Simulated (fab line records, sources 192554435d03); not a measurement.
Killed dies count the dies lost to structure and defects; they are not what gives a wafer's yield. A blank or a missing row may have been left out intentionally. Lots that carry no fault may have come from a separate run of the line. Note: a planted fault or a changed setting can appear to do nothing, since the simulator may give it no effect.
A struck lot beside a sound one + flow n5_finfet + 17 steps out of a route of 1938
Sound: these wafers, L811.1, L811.2, L811.3. Struck: wafer L819.6 (L819.1, L819.2, from the same lot, were not struck and are left out); the cause is given at the end.
At each step with rows: each side's tool, then ch and its chambers, then its first start. Under that, the readings that differ: sound wafers + struck wafers + difference of the means + sigmas: that difference in standard deviations of wafers without a fault.
alike: words and numbers the same on both sides, and readings whose means are apart by under 2 such deviations; not compared: readings that were withheld, readings missing a value for some wafer, numbers with overlapping values and no deviation given by the record, and bounds like >300 which may hide the same value.
A row with sigmas, a row that says differs or no value, or rows on one side alone: a step with any of these is where the two part. Numbers that have no deviation but don't overlap get no sigmas and don't part them. A reading missing from all wafers of one side parts the sides only when that side holds two or more wafers.

first, 5 steps without rows for these wafers: N5_SD_EPI_P_EBR_05; N5_SD_EPI_P_SOFTBAKE_04 (time 60 s); N5_SD_EPI_P_EXPOSE_06 (exposes mask SD P BLK, target cd 240 nm); N5_SD_EPI_P_PEB_07 (peb time 60 s); N5_SD_EPI_P_DEVELOP_08 (develop time 30 s).
N5_SD_EPI_P_CD_MEAS_09: the cd target is 240 nm.
  sound on cd_sem-03 ch 0, day 4 05:55; struck on cd_sem-01 ch 0, day 6 11:48
  alike: cd_nm
N5_SD_EPI_P_OVL_MEAS_10:
  sound on overlay-02 ch 0, day 4 05:57; struck on overlay-02 ch 0, day 6 11:50
  alike: SD_P_BLK_OVL
N5_SD_EPI_P_INSPECT_11: inspects for defects (macro).
  sound: defect_inspect-02 at day 4 05:59; struck: defect_inspect-02 at day 6 11:51
  alike: raw_defect_count
N5_SD_EPI_P_DESCUM_14: chemistry O2, time 7.9 s.
  sound on rie_diel-06 ch 0,1,3, day 4 06:01; struck on rie_diel-03 ch 1, day 6 11:53
  alike: drypump_motor_current_A, o2_flow_sccm, oes_product_au, rf_vpp_V, showerhead_plenum_p_Torr, throttle_valve_pct
  not compared: rf_hours_counter_h
N5_SD_EPI_P_ETCH_36: etches SiARC in CF4, target depth 45.5 nm, time 75.8 s.
  sound on rie_diel-06 ch 0,1,3, day 4 06:03; struck on rie_diel-03 ch 1, day 6 11:55
  alike: drypump_motor_current_A, etch_rf_on_time_s, mfc_ar_sccm, oes_product_au, rf_vpp_V, showerhead_plenum_p_Torr, throttle_valve_pct
  not compared: rf_hours_counter_h
N5_SD_EPI_P_ETCH_37: etches SOC in N2/H2, overetch 108 nm, time 486 s.
  sound on rie_diel-06 ch 0,1,3, day 4 06:06; struck on rie_diel-03 ch 1, day 6 11:58
  alike: drypump_motor_current_A, n2_flow_sccm, oes_product_au, rf_vpp_V, showerhead_plenum_p_Torr, throttle_valve_pct
  not compared: rf_hours_counter_h
then, 1 step without rows for these wafers: N5_SD_EPI_P_STRIP_38 (strips in N2/H2).
N5_SD_EPI_P_ETCHBACK_46: etches SiNx in CH3F/O2, stops on SiO2, target depth 17.5 nm.
  sound on rie_diel-06 ch 0,1,3, day 4 06:26; struck on rie_diel-03 ch 1, day 6 12:18
| reading                                     | sound          | struck | difference | sigmas |
|---------------------------------------------|----------------|--------|------------|--------|
| model.SiARC_of_SD_EPI_P_COAT_35.thk_nm (nm) | 15.4 15.6 15.6 | 11.4   | -4.1       |        |
  alike: drypump_motor_current_A, mfc_ar_sccm, oes_product_au, rf_vpp_V, showerhead_plenum_p_Torr, throttle_valve_pct
  not compared: rf_hours_counter_h
N5_SD_EPI_P_ETCH_47: etches SiOCN in CH3F/O2, target depth 25 nm.
  sound on rie_diel-06 ch 0,1,3, day 4 06:32; struck on rie_diel-03 ch 1, day 6 12:24
  alike: drypump_motor_current_A, mfc_ar_sccm, oes_product_au, rf_vpp_V, showerhead_plenum_p_Torr, throttle_valve_pct
  not compared: rf_hours_counter_h
N5_SD_EPI_P_ETCH_16: etches SiO2 in CHF3/O2, target depth 5 nm.
  sound on rie_diel-06 ch 0,1,3, day 4 06:38; struck on rie_diel-03 ch 1, day 6 12:30
| reading                                     | sound    | struck | difference | sigmas |
|---------------------------------------------|----------|--------|------------|--------|
| model.SiARC_of_SD_EPI_P_COAT_35.thk_nm (nm) | 12 12 12 | 8      | -4         |        |
  alike: drypump_motor_current_A, mfc_ar_sccm, oes_product_au, rf_vpp_V, showerhead_plenum_p_Torr, throttle_valve_pct
  not compared: rf_hours_counter_h
then, 1 step without rows for these wafers: N5_SD_EPI_P_STRIP_50 (strips in CHF3/O2).
-- record jumps: 5 days separate the struck wafers' starts on either side; left off in module SD_EPI_P, taken up again in module BEOL_M4, whose first shown step is the route's number 1111 --
N5_BEOL_M4_RC_MEAS_101:
  sound on prober-02 ch 0, day 9 19:10; struck on prober-02 ch 0, day 11 08:00
| reading        | sound             | struck | difference | sigmas |
|----------------|-------------------|--------|------------|--------|
| IOFF_P (nA/um) | 0.228 0.217 0.203 | 0.295  | +0.079     | +3     |
| ION_P (uA/um)  | 472 460 464       | 484    | +19        | +3     |
| VT_P (mV)      | -249 -251 -251    | -241   | +9         | +3     |
  alike: DIBL_N, DIBL_P, IOFF_N, ION_N, SS_N, SS_P, VT_N

## WHERE THEY PART
N5_BEOL_M4_RC_MEAS_101 only, going by this record.

WHY: whatever the simulator had introduced
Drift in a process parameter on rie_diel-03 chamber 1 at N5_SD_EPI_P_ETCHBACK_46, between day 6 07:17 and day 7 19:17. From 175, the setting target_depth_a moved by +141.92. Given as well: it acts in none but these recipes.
